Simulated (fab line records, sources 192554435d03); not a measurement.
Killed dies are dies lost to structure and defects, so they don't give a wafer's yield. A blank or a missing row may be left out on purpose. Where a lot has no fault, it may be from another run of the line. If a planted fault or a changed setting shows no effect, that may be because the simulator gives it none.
Which tool is to blame? / flow n5-finfet / 12 lots with 36 wafers sampled at 3 steps, on a route of 1938 steps

== WHAT EACH GAUGE READ, for each wafer ==
N5_BEOL_M7_INSPECT_13: inspects for defects (brightfield).
lot=L075; measured=day 9 03:29; on=defect-inspect-01; raw-defect-count=433 519 500
lot=L077; measured=day 9 12:00; on=defect-inspect-01; raw-defect-count=450 598 435
lot=L080; measured=day 10 06:02; on=defect-inspect-02; raw-defect-count=353 258 497
lot=L081; measured=day 10 09:11; on=defect-inspect-02; raw-defect-count=357 717 554
lot=L083; measured=day 11 09:16; on=defect-inspect-02; raw-defect-count=532 686 421
lot=L085; measured=day 11 14:40; on=defect-inspect-01; raw-defect-count=396 441 504
lot=L087; measured=day 11 17:38; on=defect-inspect-02; raw-defect-count=324 483 489
lot=L089; measured=day 12 15:57; on=defect-inspect-01; raw-defect-count=275 426 569
lot=L091; measured=day 13 11:01; on=defect-inspect-02; raw-defect-count=387 381 286
lot=L095; measured=day 14 07:07; on=defect-inspect-01; raw-defect-count=516 572 577
lot=L097; measured=day 14 11:32; on=defect-inspect-01; raw-defect-count=457 377 512
lot=L096; measured=day 15 00:28; on=defect-inspect-01; raw-defect-count=462 390 506

== EACH LOT AND THE TOOL THAT RAN IT (in order: tool; ch and the chambers of the sampled wafers; start) ==
lot=L075; N5_BEOL_M6_STRIP_80=rie-diel-05 ch 0,1,2, day 8 22:58 or earlier; N5_BEOL_M6_ANNEAL_51=rtp-anneal-01 ch 0, day 8 22:58
lot=L077; N5_BEOL_M6_STRIP_80=rie-diel-04 ch 0,2, day 9 09:29 or earlier; N5_BEOL_M6_ANNEAL_51=rtp-anneal-01 ch 0, day 9 09:29
lot=L080; N5_BEOL_M6_STRIP_80=rie-diel-05 ch 0,1,2, day 10 03:37 or earlier; N5_BEOL_M6_ANNEAL_51=rtp-anneal-02 ch 0, day 10 03:37
lot=L081; N5_BEOL_M6_STRIP_80=rie-diel-04 ch 0,1,3, day 10 06:27 or earlier; N5_BEOL_M6_ANNEAL_51=rtp-anneal-01 ch 0, day 10 06:27
lot=L083; N5_BEOL_M6_STRIP_80=rie-diel-04 ch 1,3, day 11 05:51 or earlier; N5_BEOL_M6_ANNEAL_51=rtp-anneal-01 ch 0, day 11 05:51
lot=L085; N5_BEOL_M6_STRIP_80=rie-diel-03 ch 0,1,2, day 11 12:19 or earlier; N5_BEOL_M6_ANNEAL_51=rtp-anneal-01 ch 0, day 11 12:19
lot=L087; N5_BEOL_M6_STRIP_80=rie-diel-03 ch 0,1,2, day 11 14:40 or earlier; N5_BEOL_M6_ANNEAL_51=rtp-anneal-02 ch 0, day 11 14:40
lot=L089; N5_BEOL_M6_STRIP_80=rie-diel-05 ch 0,1,2, day 12 13:49 or earlier; N5_BEOL_M6_ANNEAL_51=rtp-anneal-02 ch 0, day 12 13:49
lot=L091; N5_BEOL_M6_STRIP_80=rie-diel-04 ch 0,2, day 13 07:08 or earlier; N5_BEOL_M6_ANNEAL_51=rtp-anneal-02 ch 0, day 13 07:08
lot=L095; N5_BEOL_M6_STRIP_80=rie-diel-03 ch 0,1,2, day 14 04:23 or earlier; N5_BEOL_M6_ANNEAL_51=rtp-anneal-01 ch 0, day 14 04:23
lot=L097; N5_BEOL_M6_STRIP_80=rie-diel-04 ch 0,2, day 14 06:01 or earlier; N5_BEOL_M6_ANNEAL_51=rtp-anneal-01 ch 0, day 14 06:01
lot=L096; N5_BEOL_M6_STRIP_80=rie-diel-04 ch 2,3, day 14 20:05 or earlier; N5_BEOL_M6_ANNEAL_51=rtp-anneal-01 ch 0, day 14 20:05
- N5_BEOL_M6_STRIP_80: strips in N2/H2, time 10 s.
- N5_BEOL_M6_ANNEAL_51: time 90 s.

== THE ANSWER, worked out from the rows above alone ==
Rule: the lots themselves supply what counts as usual. Put in order of their means at a reading, lots are off if they are a third of the lots or fewer, leave a main group of 4 or more, and stand apart from it by a gap of 3 or more times the standard deviation of the main group's means; of several such gaps the widest counts. If all means in a main group match to the digits the tables above print for the reading, that group is not used. A lot without any number at a reading at which 4 lots or more have one is off too. Where the step has rows for the other lots, those lots are counted as sound.
Across all readings shown, no lot is off: no conclusion can be drawn from this.

== WHAT THE SIMULATOR HAD PUT IN ==
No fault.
